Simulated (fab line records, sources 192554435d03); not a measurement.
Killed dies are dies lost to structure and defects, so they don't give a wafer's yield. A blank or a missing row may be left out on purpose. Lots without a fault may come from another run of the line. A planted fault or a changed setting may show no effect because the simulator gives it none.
Split-lot experiment | flow n5_finfet | 7 lots, 21 wafers read, on a route of 1938 steps

THE SPLIT
At N5_BEOL_M0_SAQP_COAT_87 (time 60 s, resist thk 5 nm), the setting spin_rpm was moved away from the recipe's 1500 rpm on 8 of the 21 wafers read, by -10.8% to +11.1%. The other wafers ran this setting at the recipe's value.

FROM THE SPLIT TO THE READING: what the file shows between them, 5 steps
- N5_BEOL_M0_SAQP_EXPOSE_37: exposes mask M0 CUT1, target cd 30 nm (also split here: dose_mj)
- N5_BEOL_M0_SAQP_PEB_38: peb time 60 s
- N5_BEOL_M0_SAQP_DEVELOP_39: develop time 30 s
- N5_BEOL_M0_SAQP_CD_MEAS_40: target cd 30 nm
- N5_BEOL_M0_SAQP_DESCUM_45: chemistry O2, time 7 s

THE READING
etch.depth_nm (the simulator's own value, which no gauge read), in nm, at N5_BEOL_M0_SAQP_ETCH_88 (etches underlayer in N2/H2, target depth 6.5 nm, time 5.2 s). The file gives no usual value for it. The 13 wafers here that ran the recipe average 5.002 nm, standard deviation 0.016 nm.

wafer  | tool, chamber at the split | spin_rpm as run, rpm | against the recipe | etch.depth_nm, nm | against lot-mates on the recipe
L080.1 | litho_track-01, 0          | 1338                 | -10.8%             | 5.326             | +0.298
L080.3 | litho_track-01, 0          | 1338                 | -10.8%             | 5.332             | +0.304
L080.6 | litho_track-01, 0          | 1500                 | recipe             | 5.028             | -
L081.1 | litho_track-01, 0          | 1500                 | recipe             | 5.004             | -
L081.4 | litho_track-01, 0          | 1637                 | +9.1%              | 4.793             | -0.211
L081.6 | litho_track-01, 0          | 1500                 | recipe             | 5.004             | -
L082.2 | litho_track-04, 0          | 1600                 | +6.7%              | 4.839             | -0.146
L082.4 | litho_track-04, 0          | 1500                 | recipe             | 4.982             | -
L082.5 | litho_track-04, 0          | 1500                 | recipe             | 4.989             | -
L083.4 | litho_track-02, 0          | 1500                 | recipe             | 5.01              | -
L083.5 | litho_track-02, 0          | 1649                 | +9.9%              | 4.766             | -0.242
L083.6 | litho_track-02, 0          | 1500                 | recipe             | 5.007             | -
L089.2 | litho_track-02, 0          | 1500                 | recipe             | 5.009             | -
L089.3 | litho_track-02, 0          | 1500                 | recipe             | 5.008             | -
L089.4 | litho_track-02, 0          | 1395                 | -7.0%              | 5.172             | +0.163
L093.1 | litho_track-02, 0          | 1500                 | recipe             | 4.984             | -
L093.4 | litho_track-02, 0          | 1500                 | recipe             | 4.979             | -
L093.5 | litho_track-02, 0          | 1500                 | recipe             | 4.99              | -
L094.2 | litho_track-02, 0          | 1500                 | recipe             | 5.03              | -
L094.3 | litho_track-02, 0          | 1666                 | +11.1%             | 4.756             | -0.274
L094.6 | litho_track-02, 0          | 1666                 | +11.1%             | 4.754             | -0.276

THE FIT
A straight line over all 21 wafers: etch.depth_nm changes by -0.0255 nm for each +1% of spin_rpm; r = -0.99; the points scatter about the line by 0.023 nm.
The same after taking each lot's own level away (the mean of its wafers on the recipe; 21 wafers): -0.0254 nm for each +1%; r = -1.00; scatter 0.011 nm.
On that fit, the largest move of spin_rpm shifts the reading by 0.28 nm.
The lots' own levels span 4.9843 to 5.0300 nm, that is 2.9 times the standard deviation above.
So the lot-to-lot level changes the slope little: the two slopes agree.
Check: with one of the wafers moved furthest among these (+11.1%) left out of the fit, the line predicts -0.277 nm for it against its lot-mates. It came out at -0.274 nm against them.

OTHER SPLITS ON THESE WAFERS
These wafers also went through other splits before the reading. Each is held against what the fit with the lots' levels taken away leaves over:
other split on the same wafers        | wafers away from the commonest value | r with etch.depth_nm (lot level and that fit taken away)
N5_MOL_CONTACT_COAG_ETCH_106 source_w | 6                                    | -0.10
N5_BEOL_M0_SAQP_EXPOSE_37 dose_mj     | 6                                    | +0.09

THE WHOLE CHAIN: every reading that the file lists as answering this split, in the file's order
step                    | what it does                                                | reading                                                                                    | change (the file's fit)                | r (the file's)
N5_BEOL_M0_SAQP_COAT_87 | time 60 s, resist thk 5 nm                                  | underlayer_of_BEOL_M0_SAQP_COAT_87.thk_nm (the simulator's own value, which no gauge read) | -0.0254 nm for each +1% of the setting | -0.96
N5_BEOL_M0_SAQP_ETCH_88 | etches underlayer in N2/H2, target depth 6.5 nm, time 5.2 s | etch_rf_on_time_s                                                                          | withheld for each +1% of the setting   | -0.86
N5_BEOL_M0_SAQP_ETCH_88 | etches underlayer in N2/H2, target depth 6.5 nm, time 5.2 s | etch.depth_nm (the simulator's own value, which no gauge read)                             | -0.0248 nm for each +1% of the setting | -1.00

THE FILE'S OWN FIT
etch.depth_nm changes by -0.0248 nm for each +1% of spin_rpm, r = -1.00.
